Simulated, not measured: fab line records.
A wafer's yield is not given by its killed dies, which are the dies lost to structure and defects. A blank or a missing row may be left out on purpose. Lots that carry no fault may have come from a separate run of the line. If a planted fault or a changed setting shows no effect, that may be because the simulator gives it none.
fab line records	flow n5-finfet
record lots=7	wafers=21
route steps=1938 shown BEOL_M3@960 BEOL_M4@1047 BEOL_M5@1140 BEOL_M6@1212
start-h: the number of hours between the record's first day and the start of the first shown wafer of the lot	wait-h: hours since the lot's step before	" same as the row above	L1.1+2: a row that stands for several wafers	- no value, or no start was given	* or withheld: withheld	< > ~ a bound
route shown NAME@n: names a module that has steps shown in the file, with the first one's number in the route	usual: mean/standard deviation taken from wafers without a fault	same: alike in all rows	chamber/n: place in a boat	sites: per-site readings	_std_site: the standard deviation of these	_edge_site: the outer-site mean with the inner-site mean subtracted	radius-mm: for every site, how far away it sits from the centre of the wafer	mask NAME#n: copy n	behind: the tool/chamber that last shaped the wafer	hold: reason for holding the lot/hours on hold/outcome of the hold	device: transistor that didn't switch, given as n, p or np	end of line: tests run on the same wafers once the route is complete	a step with no rows: only its recipe	killed: the dies lost at the first sort to structure and to defects; this is not the yield of the wafer	map: the dies of a wafer, with x for killed, . for not killed, _ for no die there
set.NAME: the run value of the setting; set.NAME@STEP: its run value at that earlier step	model.NAME: the simulator's own value behind a step, which no gauge read
lots whose settings were changed on purpose; a table a step, a row a wafer
## steps
# step N5_BEOL_M3_COAT_22
# recipe resist=CAR-EUV	spin-rpm=1500	resist-thk-nm=30
lot.wafer	tool	chamber	start-h	wait-h	set.spin-rpm	model.CAR-EUV_of_BEOL_M3_COAT_22.thk-nm
L075.3+5+6	litho-track-05	0	-	-	1500	30.2
L074.1+3	litho-track-05	0	-	-	1500	29.8
L074.5	"	0	"	"	1500	30
L076.2	litho-track-05	0	-	-	1500	29.8
L076.4	"	0	"	"	1403	31
L076.6	"	0	"	"	1500	30
L077.1	litho-track-05	0	-	-	1500	30
L077.2+5	"	0	"	"	1565	29.4
L084.3+5	litho-track-01	0	-	-	1500	30
L084.4	"	0	"	"	1500	29.8
L086.1+5	litho-track-05	0	-	-	1589	29.2
L086.3	"	0	"	"	1500	30
L096.4+6	litho-track-05	0	-	-	1500	30
L096.5	"	0	"	"	1588	29
# step N5_BEOL_M3_EBR_24
# recipe solvent=PGMEA	ebr-width-mm=1.5
# step N5_BEOL_M3_SOFTBAKE_23
# recipe temp-c=110	time-s=60	resist=CAR-EUV
# step N5_BEOL_M3_EXPOSE_25
# recipe mask-id=V2	na=0.33	source-shape=quasar	sigma-inner=0.2	sigma-outer=0.8	polarization=unpolarized	defocus-nm=5	dose-mj=63
# step N5_BEOL_M3_PEB_26
# recipe peb-temp-c=100	peb-time-s=60	resist=CAR-EUV
# step N5_BEOL_M3_DEVELOP_27
# recipe develop-time-s=30	developer=TMAH	resist=CAR-EUV	rinse-liquid=surfactant-rinse	dry=air-spin	dev-temp-c=23
lot.wafer	tool	chamber	start-h	wait-h	set.spin-rpm@BEOL_M3_COAT_22	model.CAR-EUV_of_BEOL_M3_COAT_22.thk-nm
L075.3	litho-track-05	0	-	-	1500	29.8
L075.5+6	"	0	"	"	1500	29.6
L074.1+3+5	litho-track-01	0	-	-	1500	29.4
L076.2	litho-track-05	0	-	-	1500	29.4
L076.4	"	0	"	"	1403	30.6
L076.6	"	0	"	"	1500	29.6
L077.1	litho-track-01	0	-	-	1500	29.4
L077.2	"	0	"	"	1565	29
L077.5	"	0	"	"	1565	28.8
L084.3+5	litho-track-01	0	-	-	1500	29.6
L084.4	"	0	"	"	1500	29.4
L086.1	litho-track-02	0	-	-	1589	28.8
L086.3	"	0	"	"	1500	29.4
L086.5	"	0	"	"	1589	28.6
L096.4+6	litho-track-05	0	-	-	1500	29.4
L096.5	"	0	"	"	1588	28.6
# step N5_BEOL_M3_ALD_98
# recipe material=SiO2	target-thk-a=25	temp-c=100	ald-precursor-family=BDEAS	ald-co-reactant=O2-plasma	pulse-time-s=1	co-reactant-pulse-time-s=1	purge-time-s=2	co-reactant-purge-time-s=2	ald-cycles=17	pressure-torr=2
# step N5_BEOL_M3_ETCHBACK_99
# recipe chemistry=CHF3	target=SiO2	target-depth-a=50	time-s=10.4	source-w=215	bias-w=47	Ar_flow_sccm=200	CHF3_flow_sccm=12	ion-energy-ev=100	pressure-mtorr=30
# step N5_BEOL_M3_ETCH_70
# recipe chemistry=N2/H2	target=SOC	target-depth-a=800	overetch-a=160	mask-material=SiARC	temp-c=40	time-s=120	ion-energy-ev=200	pressure-mtorr=30	source-w=840	bias-w=150	n2-flow-sccm=200	h2-flow-sccm=200
lot.wafer	tool	chamber	start-h	wait-h	set.spin-rpm@BEOL_M3_COAT_67	model.etch.depth-nm
L075.3	rie-diel-01	1	190.59	0.0	1500	60.14
L075.5	"	1	"	"	1500	60.28
L075.6	"	3	"	"	1500	60.11
L074.1	rie-diel-01	1	199.81	0.0	1500	59.84
L074.3	"	2	"	"	1357	62.99
L074.5	"	1	"	"	1500	59.91
L076.2	rie-diel-04	0	200.14	0.0	1500	60
L076.4	"	0	"	"	1500	59.96
L076.6	"	3	"	"	1500	59.9
L077.1	rie-diel-01	3	208.19	0.0	1339	63.5
L077.2	"	2	"	"	1500	60.18
L077.5	"	2	"	"	1500	59.96
L084.3	rie-diel-04	3	250.76	0.0	1355	63.13
L084.4	"	0	"	"	1355	63.26
L084.5	"	2	"	"	1500	59.95
L086.1	rie-diel-06	1	287.69	0.0	1500	60
L086.3	"	2	"	"	1658	56.95
L086.5	"	0	"	"	1658	56.91
L096.4	rie-diel-01	0	322.11	0.0	1500	60.27
L096.5	"	3	"	"	1365	63.06
L096.6	"	2	"	"	1365	63.22
# step N5_BEOL_M3_STRIP_71
# recipe chemistry=N2/H2	temp-c=40	n2-flow-sccm=200	h2-flow-sccm=200	rf-frequency-hz=6e+07
# step N5_BEOL_M3_STRIP_78
# recipe chemistry=N2/H2	temp-c=40	n2-flow-sccm=200	h2-flow-sccm=200	rf-frequency-hz=6e+07
# step N5_BEOL_M3_VIA_ETCH_34
# recipe chemistry=C4F6/O2	target-depth-a=694	mask-material=SOC	pressure-mtorr=15	ion-energy-ev=250	taper-deg=4	time-s=65.9	source-w=350	bias-w=170	Ar_flow_sccm=300	C4F6_flow_sccm=10	O2_flow_sccm=10
lot.wafer	tool	chamber	start-h	wait-h	set.spin-rpm@BEOL_M3_COAT_67	model.SOC_of_BEOL_M3_COAT_67.thk-nm
L075.3+5+6	rie-diel-01	1,1,3	190.69	0.0	1500	52
L074.1	rie-diel-01	1	199.91	0.0	1500	51.8
L074.3	"	2	"	"	1357	54.6
L074.5	"	1	"	"	1500	51.6
L076.2+4	rie-diel-04	0	200.24	0.0	1500	52
L076.6	"	3	"	"	1500	51.6
L077.1	rie-diel-01	3	208.29	0.0	1339	55.6
L077.2	"	2	"	"	1500	52
L077.5	"	2	"	"	1500	51.6
L084.3	rie-diel-04	3	250.86	0.0	1355	54.8
L084.4	"	0	"	"	1355	55.4
L084.5	"	2	"	"	1500	52
L086.1	rie-diel-06	1	287.79	0.0	1500	51.6
L086.3	"	2	"	"	1658	48.2
L086.5	"	0	"	"	1658	48.6
L096.4	rie-diel-01	0	322.21	0.0	1500	52
L096.5+6	"	3,2	"	"	1365	55
# step N5_BEOL_M4_COAT_67
# recipe resist=SOC	temp-c=250	time-s=60	spin-rpm=1500	resist-thk-nm=60
lot.wafer	tool	chamber	start-h	wait-h	set.spin-rpm	model.SOC_of_BEOL_M4_COAT_67.thk-nm
L075.3+5+6	litho-track-04	0	200.14	0.0	1500	60.2
L074.1+3+5	litho-track-03	0	206.20	0.0	1500	60
L076.2	litho-track-03	0	207.83	0.0	1610	57.8
L076.4	"	0	"	"	1500	60.2
L076.6	"	0	"	"	1500	60
L077.1+2	litho-track-04	0	214.24	0.0	1500	60.2
L077.5	"	0	"	"	1377	63
L084.3	litho-track-02	0	258.88	0.0	1500	59.8
L084.4	"	0	"	"	1500	60.2
L084.5	"	0	"	"	1500	60
L086.1+5	litho-track-03	0	295.97	0.0	1500	60.4
L086.3	"	0	"	"	1613	58.2
L096.4	litho-track-03	0	331.47	0.0	1500	60.2
L096.5	"	0	"	"	1500	60
L096.6	"	0	"	"	1544	59.4
# step N5_BEOL_M4_EXPOSE_25
# recipe mask-id=V3	na=0.33	source-shape=quasar	sigma-inner=0.2	sigma-outer=0.8	polarization=unpolarized	defocus-nm=5	dose-mj=63
lot.wafer	tool	chamber	start-h	wait-h	mask	set.dose-mj
L075.3+5+6	euv-scanner-01	0	200.29	-	V3#0	63
L074.1+3	euv-scanner-02	0	206.46	-	V3#0	61.78
L074.5	"	0	"	"	V3#0	63
L076.2	euv-scanner-01	0	208.10	-	V3#0	63
L076.4+6	"	0	"	"	V3#0	66.71
L077.1+2+5	euv-scanner-01	0	214.38	-	V3#0	63
L084.3	euv-scanner-02	0	259.16	-	V3#0	66.06
L084.4+5	"	0	"	"	V3#0	63
L086.1+5	euv-scanner-01	0	296.11	-	V3#0	67.62
L086.3	"	0	"	"	V3#0	63
L096.4+5+6	euv-scanner-01	0	331.64	-	V3#0	63
# step N5_BEOL_M4_PEB_26
# recipe peb-temp-c=100	peb-time-s=60	resist=CAR-EUV
# step N5_BEOL_M4_DEVELOP_27
# recipe develop-time-s=30	developer=TMAH	resist=CAR-EUV	rinse-liquid=surfactant-rinse	dry=air-spin	dev-temp-c=23
# step N5_BEOL_M4_CD_MEAS_28
# recipe target-cd-nm=26.2	landing-energy-ev=500	detector=se-inlens	target-cd-y-nm=24.1	polarity=opening
# usual cd-nm=26.20/0.24
lot.wafer	tool	chamber	start-h	wait-h	set.dose-mj@BEOL_M4_EXPOSE_25	cd-nm
L075.3	cd-sem-02	0	200.42	-	63	26.05
L075.5	"	0	"	"	63	26.30
L075.6	"	0	"	"	63	26.09
L074.1	cd-sem-03	0	206.60	-	61.78	26.00
L074.3	"	0	"	"	61.78	25.69
L074.5	"	0	"	"	63	25.66
L076.2	cd-sem-01	0	208.24	-	63	26.13
L076.4	"	0	"	"	66.71	27.07
L076.6	"	0	"	"	66.71	26.78
L077.1	cd-sem-03	0	214.52	-	63	26.04
L077.2	"	0	"	"	63	26.12
L077.5	"	0	"	"	63	26.04
L084.3	cd-sem-02	0	259.29	-	66.06	27.34
L084.4	"	0	"	"	63	26.05
L084.5	"	0	"	"	63	26.53
L086.1	cd-sem-02	0	296.26	-	67.62	27.41
L086.3	"	0	"	"	63	26.25
L086.5	"	0	"	"	67.62	27.30
L096.4	cd-sem-03	0	331.76	-	63	26.24
L096.5	"	0	"	"	63	26.70
L096.6	"	0	"	"	63	26.17
# step N5_BEOL_M4_ALD_98
# recipe material=SiO2	target-thk-a=25	temp-c=100	ald-precursor-family=BDEAS	ald-co-reactant=O2-plasma	pulse-time-s=1	co-reactant-pulse-time-s=1	purge-time-s=2	co-reactant-purge-time-s=2	ald-cycles=17	pressure-torr=2
# step N5_BEOL_M4_ETCHBACK_99
# recipe chemistry=CHF3	target=SiO2	target-depth-a=50	time-s=10.4	source-w=215	bias-w=47	Ar_flow_sccm=200	CHF3_flow_sccm=12	ion-energy-ev=100	pressure-mtorr=30
# step N5_BEOL_M4_ETCH_70
# recipe chemistry=N2/H2	target=SOC	target-depth-a=800	overetch-a=240	mask-material=SiARC	temp-c=40	time-s=130	ion-energy-ev=200	pressure-mtorr=30	source-w=840	bias-w=150	n2-flow-sccm=200	h2-flow-sccm=200
lot.wafer	tool	chamber	start-h	wait-h	set.spin-rpm@BEOL_M4_COAT_67	model.etch.depth-nm
L075.3	rie-diel-03	3	224.27	0.0	1500	60.14
L075.5	"	1	"	"	1500	60.17
L075.6	"	0	"	"	1500	60.16
L074.1	rie-diel-02	3	232.75	0.0	1500	59.99
L074.3	"	2	"	"	1500	59.91
L074.5	"	1	"	"	1500	59.98
L076.2	rie-diel-03	0	233.22	0.0	1610	57.83
L076.4	"	3	"	"	1500	60.1
L076.6	"	0	"	"	1500	59.92
L077.1	rie-diel-02	0	250.29	0.0	1500	60.25
L077.2	"	3	"	"	1500	60.27
L077.5	"	3	"	"	1377	62.91
L084.3	rie-diel-02	0	284.41	0.0	1500	59.89
L084.4	"	1	"	"	1500	60.12
L084.5	"	2	"	"	1500	60.07
L086.1	rie-diel-03	3	337.40	0.0	1500	60.32
L086.3	"	0	"	"	1613	58.22
L086.5	"	0	"	"	1500	60.37
L096.4	rie-diel-05	2	370.16	0.0	1500	60.29
L096.5	"	0	"	"	1500	59.93
L096.6	"	1	"	"	1544	59.35
# step N5_BEOL_M4_STRIP_71
# recipe chemistry=N2/H2	temp-c=40	n2-flow-sccm=200	h2-flow-sccm=200	rf-frequency-hz=6e+07
# step N5_BEOL_M4_STRIP_78
# recipe chemistry=N2/H2	temp-c=40	n2-flow-sccm=200	h2-flow-sccm=200	rf-frequency-hz=6e+07
# step N5_BEOL_M4_VIA_ETCH_34
# recipe chemistry=C4F6/O2	target-depth-a=694	mask-material=SOC	pressure-mtorr=15	ion-energy-ev=250	taper-deg=4	time-s=65.9	source-w=350	bias-w=170	Ar_flow_sccm=300	C4F6_flow_sccm=10	O2_flow_sccm=10
lot.wafer	tool	chamber	start-h	wait-h	set.spin-rpm@BEOL_M4_COAT_67	model.SOC_of_BEOL_M4_COAT_67.thk-nm
L075.3	rie-diel-03	3	224.38	0.0	1500	51.6
L075.5	"	1	"	"	1500	52.2
L075.6	"	0	"	"	1500	52
L074.1	rie-diel-02	3	232.86	0.0	1500	51.6
L074.3+5	"	2,1	"	"	1500	51.8
L076.2	rie-diel-03	0	233.33	0.0	1610	49.6
L076.4	"	3	"	"	1500	51.6
L076.6	"	0	"	"	1500	51.8
L077.1	rie-diel-02	0	250.40	0.0	1500	52.2
L077.2	"	3	"	"	1500	51.8
L077.5	"	3	"	"	1377	54.6
L084.3+4+5	rie-diel-02	0,1,2	284.52	0.0	1500	52
L086.1	rie-diel-03	3	337.51	0.0	1500	51.8
L086.3	"	0	"	"	1613	50
L086.5	"	0	"	"	1500	52
L096.4	rie-diel-05	2	370.26	0.0	1500	52.2
L096.5	"	0	"	"	1500	51.6
L096.6	"	1	"	"	1544	51.4
# step N5_BEOL_M5_COAT_66
# recipe resist=SiARC	temp-c=220	time-s=60	spin-rpm=1500	resist-thk-nm=12
lot.wafer	tool	chamber	start-h	wait-h	set.spin-rpm	model.SiARC_of_BEOL_M5_COAT_66.thk-nm
L075.3+5+6	litho-track-01	0	-	-	1500	12
L074.1+5	litho-track-05	0	-	-	1500	12
L074.3	"	0	"	"	1643	11.4
L076.2+4	litho-track-01	0	-	-	1643	11.4
L076.6	"	0	"	"	1500	12
L077.1+2+5	litho-track-01	0	-	-	1500	12
L084.3+4	litho-track-05	0	-	-	1500	12
L084.5	"	0	"	"	1500	11.8
L086.1+3+5	litho-track-05	0	-	-	1500	12
L096.4	litho-track-05	0	-	-	1500	12
L096.5+6	"	0	"	"	1613	11.6
# step N5_BEOL_M5_COAT_22
# recipe resist=CAR-EUV	spin-rpm=1500	resist-thk-nm=30
lot.wafer	tool	chamber	start-h	wait-h	set.spin-rpm	model.CAR-EUV_of_BEOL_M5_COAT_22.thk-nm
L075.3+5+6	litho-track-01	0	-	-	1500	30
L074.1+3+5	litho-track-05	0	-	-	1500	30
L076.2+6	litho-track-01	0	-	-	1551	29.4
L076.4	"	0	"	"	1500	30
L077.1	litho-track-01	0	-	-	1632	28.8
L077.2+5	"	0	"	"	1500	30
L084.3+4	litho-track-05	0	-	-	1500	30
L084.5	"	0	"	"	1583	29.2
L086.1	litho-track-05	0	-	-	1500	30
L086.3+5	"	0	"	"	1611	28.8
L096.4+6	litho-track-05	0	-	-	1500	30
L096.5	"	0	"	"	1553	29.6
# step N5_BEOL_M5_EBR_24
# recipe solvent=PGMEA	ebr-width-mm=1.5
# step N5_BEOL_M5_SOFTBAKE_23
# recipe temp-c=110	time-s=60	resist=CAR-EUV
# step N5_BEOL_M5_EXPOSE_25
# recipe mask-id=V4	na=0.33	source-shape=quasar	sigma-inner=0.2	sigma-outer=0.6	polarization=unpolarized	defocus-nm=10	dose-mj=52.75
# step N5_BEOL_M5_PEB_26
# recipe peb-temp-c=100	peb-time-s=60	resist=CAR-EUV
# step N5_BEOL_M5_DEVELOP_27
# recipe develop-time-s=30	developer=TMAH	resist=CAR-EUV	rinse-liquid=surfactant-rinse	dry=air-spin	dev-temp-c=23
lot.wafer	tool	chamber	start-h	wait-h	set.spin-rpm@BEOL_M5_COAT_22	model.CAR-EUV_of_BEOL_M5_COAT_22.thk-nm
L075.3+5	litho-track-01	0	-	-	1500	29.4
L075.6	"	0	"	"	1500	29.6
L074.1+3	litho-track-01	0	-	-	1500	29.4
L074.5	"	0	"	"	1500	29.6
L076.2+6	litho-track-05	0	-	-	1551	29
L076.4	"	0	"	"	1500	29.6
L077.1	litho-track-04	0	-	-	1632	28.4
L077.2	"	0	"	"	1500	29.4
L077.5	"	0	"	"	1500	29.6
L084.3+4	litho-track-05	0	-	-	1500	29.6
L084.5	"	0	"	"	1583	28.6
L086.1	litho-track-04	0	-	-	1500	29.4
L086.3+5	"	0	"	"	1611	28.4
L096.4	litho-track-05	0	-	-	1500	29.4
L096.5	"	0	"	"	1553	29
L096.6	"	0	"	"	1500	29.6
# step N5_BEOL_M5_DESCUM_33
# recipe chemistry=O2	time-s=7	source-power-w=50	bias-power-w=20	pressure-mtorr=20	rf-frequency-hz=2.712e+07	temp-c=40	resist=CAR-EUV	o2-flow-sccm=225
# step N5_BEOL_M5_ETCH_75
# recipe chemistry=N2/H2	target=underlayer	target-depth-a=65	mask-material=CAR-EUV	time-s=5.2	ion-energy-ev=200	pressure-mtorr=30	source-w=840	bias-w=150	n2-flow-sccm=200	h2-flow-sccm=200	ends=cleared
# step N5_BEOL_M5_ETCH_67
# recipe chemistry=CF4	target=SiARC	target-depth-a=156	mask-material=CAR-EUV	time-s=26	ion-energy-ev=80	pressure-mtorr=40	source-w=545	bias-w=36	Ar_flow_sccm=100	cf4-flow-sccm=100	ends=cleared
lot.wafer	tool	chamber	start-h	wait-h	set.spin-rpm@BEOL_M5_COAT_66	set.spin-rpm@BEOL_M5_COAT_22	model.CAR-EUV_of_BEOL_M5_COAT_22.thk-nm	model.etch.depth-nm
L075.3	rie-diel-01	2	236.72	0.0	1500	1500	11.2	11.93
L075.5	"	1	"	"	1500	1500	11	11.91
L075.6	"	2	"	"	1500	1500	11.2	11.94
L074.1	rie-diel-04	2	243.80	0.0	1500	1500	11	11.96
L074.3	"	0	"	"	1643	1500	11.4	11.44
L074.5	"	1	"	"	1500	1500	11.2	11.92
L076.2	rie-diel-04	0	244.21	0.0	1643	1551	11	11.43
L076.4	"	2	"	"	1643	1500	11.6	11.45
L076.6	"	0	"	"	1500	1551	10.6	11.96
L077.1	rie-diel-04	0	260.94	0.0	1500	1632	10	11.97
L077.2	"	3	"	"	1500	1500	11.2	11.94
L077.5	"	0	"	"	1500	1500	11.2	11.98
L084.3	rie-diel-04	1	294.56	0.0	1500	1500	11.2	11.96
L084.4	"	3	"	"	1500	1500	11.2	11.93
L084.5	"	0	"	"	1500	1583	10.4	11.89
L086.1	rie-diel-04	3	351.28	0.0	1500	1500	11	11.96
L086.3	"	2	"	"	1500	1611	10	11.96
L086.5	"	0	"	"	1500	1611	10	11.95
L096.4	rie-diel-01	3	378.42	0.0	1500	1500	11	11.97
L096.5	"	0	"	"	1613	1553	11	11.53
L096.6	"	1	"	"	1613	1500	11.4	11.52
# step N5_BEOL_M6_ETCH_62
# recipe chemistry=N2/H2	target=SOC	target-depth-a=1100	overetch-a=220	mask-material=SiARC	temp-c=40	time-s=165	ion-energy-ev=200	pressure-mtorr=30	source-w=840	bias-w=150	n2-flow-sccm=200	h2-flow-sccm=200
lot.wafer	tool	chamber	start-h	wait-h	set.time-s	model.SiARC_of_BEOL_M6_COAT_60.thk-nm
L075.3+6	rie-diel-02	1,0	245.48	0.0	165	28.4
L075.5	"	1	"	"	165	28.6
L074.1	rie-diel-05	3	254.90	0.0	197.6	27.2
L074.3	"	0	"	"	165	28
L074.5	"	2	"	"	197.6	27
L076.2	rie-diel-03	0	255.07	0.0	165	28.2
L076.4	"	3	"	"	165	28
L076.6	"	1	"	"	176.2	27.8
L077.1	rie-diel-03	3	271.49	0.0	165	28
L077.2	"	1	"	"	165	28.4
L077.5	"	2	"	"	165	28.2
L084.3	rie-diel-03	2	306.04	0.0	165	28
L084.4	"	1	"	"	165	28.2
L084.5	"	3	"	"	151.7	28.4
L086.1	rie-diel-02	2	364.88	0.0	179.3	27.6
L086.3	"	1	"	"	179.3	28
L086.5	"	0	"	"	165	28.6
L096.4	rie-diel-05	0	389.25	0.0	149.1	28.8
L096.5+6	"	3,2	"	"	165	28.4
# step N5_BEOL_M6_COAT_22
# recipe resist=CAR-EUV	spin-rpm=1500	resist-thk-nm=30
lot.wafer	tool	chamber	start-h	wait-h	set.spin-rpm	model.CAR-EUV_of_BEOL_M6_COAT_22.thk-nm
L075.3+5+6	litho-track-05	0	-	-	1500	30
L076.2	litho-track-02	0	-	-	1500	30
L076.4+6	"	0	"	"	1381	31.2
L074.1	litho-track-03	0	-	-	1500	30.2
L074.3+5	"	0	"	"	1407	31
L077.1+2	litho-track-03	0	-	-	1500	30
L077.5	"	0	"	"	1364	31.4
L084.3	litho-track-03	0	-	-	1500	30.2
L084.4+5	"	0	"	"	1500	30
L086.1+3+5	litho-track-05	0	-	-	1500	30
L096.4	litho-track-03	0	-	-	1500	30.2
L096.5	"	0	"	"	1500	30
L096.6	"	0	"	"	1565	29.4
# step N5_BEOL_M6_EBR_24
# recipe solvent=PGMEA	ebr-width-mm=1.5
# step N5_BEOL_M6_SOFTBAKE_23
# recipe temp-c=110	time-s=60	resist=CAR-EUV
# step N5_BEOL_M6_DESCUM_33
# recipe chemistry=O2	time-s=7	source-power-w=50	bias-power-w=20	pressure-mtorr=20	rf-frequency-hz=2.712e+07	temp-c=40	resist=CAR-EUV	o2-flow-sccm=225
lot.wafer	tool	chamber	start-h	wait-h	set.spin-rpm@BEOL_M6_COAT_22	model.CAR-EUV_of_BEOL_M6_COAT_22.thk-nm
L075.3+6	rie-diel-03	2,0	250.36	0.1	1500	26.2
L075.5	"	3	"	"	1500	26
L076.2	rie-diel-05	1	256.94	0.0	1500	26
L076.4+6	"	2,0	"	"	1381	27.4
L074.1	rie-diel-02	2	257.15	0.0	1500	26.2
L074.3	"	3	"	"	1407	27
L074.5	"	2	"	"	1407	27.2
L077.1+2	rie-diel-05	1,2	272.67	0.0	1500	26
L077.5	"	0	"	"	1364	27.6
L084.3+5	rie-diel-02	0	307.45	0.2	1500	26.2
L084.4	"	3	"	"	1500	26
L086.1+5	rie-diel-05	0,3	367.17	0.3	1500	26
L086.3	"	3	"	"	1500	26.2
L096.4	rie-diel-02	1	391.03	0.0	1500	26.2
L096.5	"	3	"	"	1500	26
L096.6	"	0	"	"	1565	25.6
## key
split step=N5_BEOL_M3_COAT_22	setting=spin-rpm	stated=1500	by=wafer
response step=N5_BEOL_M3_COAT_22	reading=model.CAR-EUV_of_BEOL_M3_COAT_22.thk-nm	change=-0.156	per=1%	r=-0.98
response step=N5_BEOL_M3_DEVELOP_27	reading=model.CAR-EUV_of_BEOL_M3_COAT_22.thk-nm	change=-0.139	per=1%	r=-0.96
split step=N5_BEOL_M4_COAT_67	setting=spin-rpm	stated=1500	by=wafer
response step=N5_BEOL_M4_COAT_67	reading=model.SOC_of_BEOL_M4_COAT_67.thk-nm	change=-0.314	per=1%	r=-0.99
response step=N5_BEOL_M4_ETCH_70	reading=model.etch.depth-nm	change=-0.301	per=1%	r=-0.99
response step=N5_BEOL_M4_VIA_ETCH_34	reading=model.SOC_of_BEOL_M4_COAT_67.thk-nm	change=-0.282	per=1%	r=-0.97
split step=N5_BEOL_M4_EXPOSE_25	setting=dose-mj	stated=63	by=wafer
response step=N5_BEOL_M4_CD_MEAS_28	reading=cd-nm	change=+0.151	per=1%	r=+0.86
split step=N5_BEOL_M5_COAT_66	setting=spin-rpm	stated=1500	by=wafer
response step=N5_BEOL_M5_COAT_66	reading=model.SiARC_of_BEOL_M5_COAT_66.thk-nm	change=-0.0606	per=1%	r=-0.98
response step=N5_BEOL_M5_ETCH_67	reading=model.etch.depth-nm	change=-0.0547	per=1%	r=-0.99
response step=N5_BEOL_M5_ETCH_67	reading=model.CAR-EUV_of_BEOL_M5_COAT_22.thk-nm	slope=+0.0446	per=1%	together-with=spin-rpm@BEOL_M5_COAT_22	explained=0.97
split step=N5_BEOL_M5_COAT_22	setting=spin-rpm	stated=1500	by=wafer
response step=N5_BEOL_M5_COAT_22	reading=model.CAR-EUV_of_BEOL_M5_COAT_22.thk-nm	change=-0.146	per=1%	r=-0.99
response step=N5_BEOL_M5_DEVELOP_27	reading=model.CAR-EUV_of_BEOL_M5_COAT_22.thk-nm	change=-0.141	per=1%	r=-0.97
response step=N5_BEOL_M5_ETCH_67	reading=model.CAR-EUV_of_BEOL_M5_COAT_22.thk-nm	slope=-0.137	per=1%	together-with=spin-rpm@BEOL_M5_COAT_66	explained=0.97
split step=N5_BEOL_M6_ETCH_62	setting=time-s	stated=165	by=wafer
response step=N5_BEOL_M6_ETCH_62	reading=model.SiARC_of_BEOL_M6_COAT_60.thk-nm	change=-0.0493	per=1%	r=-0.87
split step=N5_BEOL_M6_COAT_22	setting=spin-rpm	stated=1500	by=wafer
response step=N5_BEOL_M6_COAT_22	reading=model.CAR-EUV_of_BEOL_M6_COAT_22.thk-nm	change=-0.149	per=1%	r=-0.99
response step=N5_BEOL_M6_DESCUM_33	reading=model.CAR-EUV_of_BEOL_M6_COAT_22.thk-nm	change=-0.165	per=1%	r=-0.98
split outside-this-file step=N5_BEOL_M3_COAT_67 setting=spin-rpm
# split outside-this-file: this setting was split too, and the file shows its column; the key of that split is in another file
